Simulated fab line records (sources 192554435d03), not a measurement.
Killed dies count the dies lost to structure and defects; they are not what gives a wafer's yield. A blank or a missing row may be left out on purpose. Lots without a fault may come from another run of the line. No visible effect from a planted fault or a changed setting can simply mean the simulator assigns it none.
Chamber matching ; flow n5 finfet ; 4 sister chambers for N5_BEOL_M9_ETCH_65 on rie diel-01
The step etches SiARC in CF4, target depth 15.6 nm, time 26 s. 8 wafers are shown with their chamber, then 9 later ones without.

== WAFERS PAIRED WITH THEIR CHAMBERS ==
wafer;chamber;drypump motor current A (A);throttle valve pct (%)
L083.1;3;4.9;15.24
L083.2;0;6.0;15.38
L083.4;3;4.9;15.25
L084.5;2;6.3;15.98
L084.6;1;5.8;15.40
L087.2;2;6.4;15.98
L087.5;0;6.0;15.44
L087.6;1;5.8;15.41

== WAFERS WHOSE CHAMBER IS MISSING ==
wafer;drypump motor current A (A);throttle valve pct (%)
L090.1;6.4;15.99
L090.3;4.9;15.29
L090.6;6.0;15.41
L089.2;6.0;15.42
L089.3;4.9;15.27
L089.6;5.8;15.45
L092.1;4.8;15.29
L092.4;6.0;15.43
L092.6;6.0;15.43

== THE CHAMBER EACH PASSED THROUGH ==
wafer;from the rows above;in truth
L090.1;2;2
L090.3;3;3
L090.6;0;0
L089.2;0;0
L089.3;3;3
L089.6;1;1
L092.1;3;3
L092.4;0;0
L092.6;0;0
Placed correctly: 9 of 9. From these rows, 0 cannot be placed. 0 placed wrongly.
How it was worked out, from the rows above alone: a wafer's distance from a chamber is the root of the sum, over the readings, of the square of ((its reading less the chamber's mean) divided by the reading's scatter). If the next closest chamber is less than 2 further off than the closest, the wafer can't be placed; otherwise it belongs to the closest. For every chamber, the mean is computed from those of its wafers that are shown. How the scatter is found: for the shown wafers, subtract from each reading the mean of its chamber, square and add these, divide the total by (wafers less chambers), then take the root.
